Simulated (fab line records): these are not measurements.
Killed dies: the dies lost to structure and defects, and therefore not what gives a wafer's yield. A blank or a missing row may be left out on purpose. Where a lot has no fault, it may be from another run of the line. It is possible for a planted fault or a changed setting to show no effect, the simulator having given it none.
Split-lot trial -- flow n5-finfet -- 7 lots, 21 wafers read, on a route of 1938 steps

THE SPLIT
At N5_BEOL_M9_TRENCH_ETCH_37 (etches SiCOH lowk in C4F6/O2, target depth 151.43 nm, time 49 s), the setting time-s was moved away from the recipe's 49 s on 11 of the 21 wafers read, by -6.6% to +20.6%. The other wafers ran this setting at the recipe's value.

FROM THE SPLIT TO THE READING: what the file shows between them, 12 steps
- N5_BEOL_M9_ETCH_41: etches SiCN in CH3F/O2, target depth 36.6 nm, time 70.1 s
- N5_BEOL_M9_STRIP_80: strips in N2/H2, time 10 s
- N5_BEOL_M9_OCD_MEAS_38
- N5_BEOL_M9_DEGAS_44: time 60 s (also split here: temp-c)
- N5_BEOL_M9_PRE_CLEAN_45: time 30 s
- N5_BEOL_M9_ALD_74: deposits TaN, target thk 2 nm, pulse time 2 s, purge time 3 s
- N5_BEOL_M9_ECD_50: material Cu, target thk 318 nm
- N5_BEOL_M9_ANNEAL_51: time 90 s
- N5_BEOL_M9_CMP_52: polishes, stops on SiCOH lowk, t overpolish 7 s, target thk 140 nm
- N5_BEOL_M9_THK_MEAS_53: measures by xrf
- N5_BEOL_M9_PRE_CLEAN_55: time 15 s
- N5_BEOL_M9_DEP_56: deposits SiCN from 3MS/NH3, target thk 15 nm, time 26.5 s

THE READING
M9_RS in ohm/sq, measured at N5_BEOL_M9_RS_MEAS_57 by four-point-probe. Typical for fault-free wafers on this fab line: 0.151 ohm/sq, with standard deviation 0.004 ohm/sq.

wafer,"tool, chamber at the split","time-s as run, s",against the recipe,"M9_RS, ohm/sq",against lot-mates on the recipe
L077.2,"rie-diel-03, 1",55.13,+12.5%,0.128,no lot-mate on the recipe
L077.3,"rie-diel-03, 0",55.13,+12.5%,0.129,no lot-mate on the recipe
L077.5,"rie-diel-03, 0",55.13,+12.5%,0.129,no lot-mate on the recipe
L080.2,"rie-diel-05, 3",45.75,-6.6%,0.171,+0.015
L080.4,"rie-diel-05, 0",49,recipe,0.160,-
L080.6,"rie-diel-05, 2",49,recipe,0.153,-
L083.3,"rie-diel-05, 0",57.01,+16.3%,0.130,-0.023
L083.5,"rie-diel-05, 0",49,recipe,0.153,-
L083.6,"rie-diel-05, 3",57.01,+16.3%,0.126,-0.027
L090.1,"rie-diel-05, 3",58,+18.4%,0.126,-0.026
L090.3,"rie-diel-05, 0",58,+18.4%,0.128,-0.024
L090.6,"rie-diel-05, 3",49,recipe,0.152,-
L095.1,"rie-diel-06, 2",49,recipe,0.153,-
L095.2,"rie-diel-06, 3",49,recipe,0.156,-
L095.5,"rie-diel-06, 2",49,recipe,0.152,-
L096.2,"rie-diel-03, 0",49,recipe,0.150,-
L096.3,"rie-diel-03, 3",59.07,+20.6%,0.126,-0.024
L096.6,"rie-diel-03, 2",59.07,+20.6%,0.118,-0.032
L097.1,"rie-diel-06, 1",49,recipe,0.146,-
L097.2,"rie-diel-06, 0",49,recipe,0.153,-
L097.3,"rie-diel-06, 3",58.17,+18.7%,0.130,-0.019

FIT RESULTS
A straight line over all 21 wafers: M9_RS changes by -0.00156 ohm/sq for each +1% of time-s; r = -0.96; the points scatter about the line by 0.0042 ohm/sq.
The same after taking each lot's own level away (the mean of its wafers on the recipe; 18 wafers): -0.0014 ohm/sq for each +1%; r = -0.97; scatter 0.0033 ohm/sq.
The reading moves by 0.029 ohm/sq for the largest change in time-s, on that fit.
The span of the lots' own levels, 0.1495 to 0.1565 ohm/sq, comes to 1.8 times the standard deviation stated above.
Thus the slope moves with the lot-to-lot level: the two fits are different.
Check: -0.029 ohm/sq against its lot-mates is what the line predicts for one of the wafers moved furthest among these (+20.6%) when that wafer is left out of the fit. It came out at -0.024 ohm/sq against them.

ADDITIONAL SPLITS CARRIED BY THESE WAFERS
These wafers also went through other splits before the reading. Each is held against what the fit with the lots' levels taken away leaves over:
other split on the same wafers,wafers away from the commonest value,r with M9_RS (lot level and that fit taken away)
N5_BEOL_M8_ILD_DEP_00 time-s,6,+0.24
N5_BEOL_M9_COAT_05 spin-rpm,9,-0.27
N5_BEOL_M9_DEGAS_44 temp-c,8,+0.15

THE WHOLE CHAIN: every reading that the file lists as answering this split, in the file's order
step,what it does,reading,change (the file's fit),r (the file's)
N5_BEOL_M9_TRENCH_ETCH_37,"etches SiCOH lowk in C4F6/O2, target depth 151.43 nm, time 49 s","etch.depth-nm (the simulator's own value, which no gauge read)",+1.37 nm for each +1% of the setting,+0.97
N5_BEOL_M9_TRENCH_ETCH_37,"etches SiCOH lowk in C4F6/O2, target depth 151.43 nm, time 49 s","BEOL_M9.feature-depth-nm (the simulator's own value, which no gauge read)",+1.36 nm for each +1% of the setting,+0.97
N5_BEOL_M9_OCD_MEAS_38,,trench-depth-nm,+1.34 nm for each +1% of the setting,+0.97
N5_BEOL_M9_CMP_52,"polishes, stops on SiCOH lowk, t overpolish 7 s, target thk 140 nm","Cu_of_BEOL_M9_ECD_50.thk-nm (the simulator's own value, which no gauge read)",+1.34 nm for each +1% of the setting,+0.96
N5_BEOL_M9_THK_MEAS_53,measures by xrf,M9_THK,+1.34 for each +1% of the setting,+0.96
N5_BEOL_M9_RS_MEAS_57,measures by four-point-probe,M9_RS,-0.00134 for each +1% of the setting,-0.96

FILE'S OWN FIT
M9_RS changes by -0.00134 ohm/sq for each +1% of time-s, r = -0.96.
